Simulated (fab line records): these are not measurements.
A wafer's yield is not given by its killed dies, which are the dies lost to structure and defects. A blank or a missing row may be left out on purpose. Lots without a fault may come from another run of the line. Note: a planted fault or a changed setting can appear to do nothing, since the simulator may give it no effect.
One fault seen from 2 desks    flow nand_harc    every desk sees just its own numbers, and what lay behind them comes last

== FOR THE TOOL OWNER'S DESK: litho_track-01 ==
At NHARC_P_GATE_SOFTBAKE_21 (time 55 s), the tool's own readings, given per lot that ran on this tool as the mean of the sampled wafers with a number. Any lot whose mean is over 4 standard deviations away from the usual mean is out of limits and marked OUT; that distance is given in the brackets.
Columns: A = heater_power_total_W at NHARC_P_GATE_SOFTBAKE_21, usual 188.46 W; B = plate_temp_C at NHARC_P_GATE_SOFTBAKE_21, usual 104.97 C
lot   first seen here  A                 B
L982  day 4 14:00      188.46            104.92
L985  day 5 13:00      188.60            105.06
L986  day 5 21:00      188.44            104.88
L988  day 6 12:00      188.38            104.86
L989  day 6 19:00      188.49            105.20
L995  day 8 04:00      190.12 (+13) OUT  105.69 (+5.5) OUT
L997  day 8 16:00      190.10 (+13) OUT  105.57 (+4.6) OUT
This desk's finding: out of limits on L995, L997; first on L995, day 8 04:00 (heater_power_total_W at NHARC_P_GATE_SOFTBAKE_21). L982, L985, L986, L988, L989 stayed within limits.

== METROLOGY DESK ==
What the gauges read, lot by lot, whatever tool the lot ran on: means of the sampled wafers that have a number. Any lot whose mean is over 4 standard deviations away from the usual mean is out of limits and marked OUT; that distance is given in the brackets.
Columns: A = overlay_x_nm at NHARC_P_GATE_OVL_MEAS_27, usual 0.0 nm; B = overlay_y_nm at NHARC_P_GATE_OVL_MEAS_27, usual 0.2 nm
lot   first seen here  A     B
L982  day 4 14:32      1.0   1.3
L981  day 4 14:34      0.0   0.4
L984  day 5 09:01      -0.1  -0.4
L985  day 5 14:28      -0.7  0.6
L986  day 5 22:17      -1.4  1.2
L987  day 6 08:27      0.5   -0.4
L988  day 6 12:50      0.8   0.0
L989  day 6 19:41      0.4   0.0
L995  day 8 04:56      -0.8  0.7
L997  day 8 17:26      -0.2  1.6
L101  day 9 17:55      1.2   -0.1
L103  day 10 05:41     0.9   -0.7
L104  day 10 12:49     0.6   0.9
Result from this desk: across the 13 lots, nothing is out of limits.

== TAKEN TOGETHER ==
On L995, L997, at day 8 04:00, an alarm was possible from the tool owner's desk.
Nothing out of limits was seen by the metrology desk.
The metrology desk has L995, L997 on record, within its limits.
Of the lots named, all ran NHARC_P_GATE_SOFTBAKE_21 on litho_track-01.

== WHAT THE SIMULATOR HAD INSERTED ==
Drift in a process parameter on litho_track-01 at NHARC_P_GATE_SOFTBAKE_21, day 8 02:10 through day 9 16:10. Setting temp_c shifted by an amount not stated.
Lots struck among those shown: L995, L997.
Delay in hours, fault start to first out-of-limits reading, by desk: the tool owner's desk at 2.
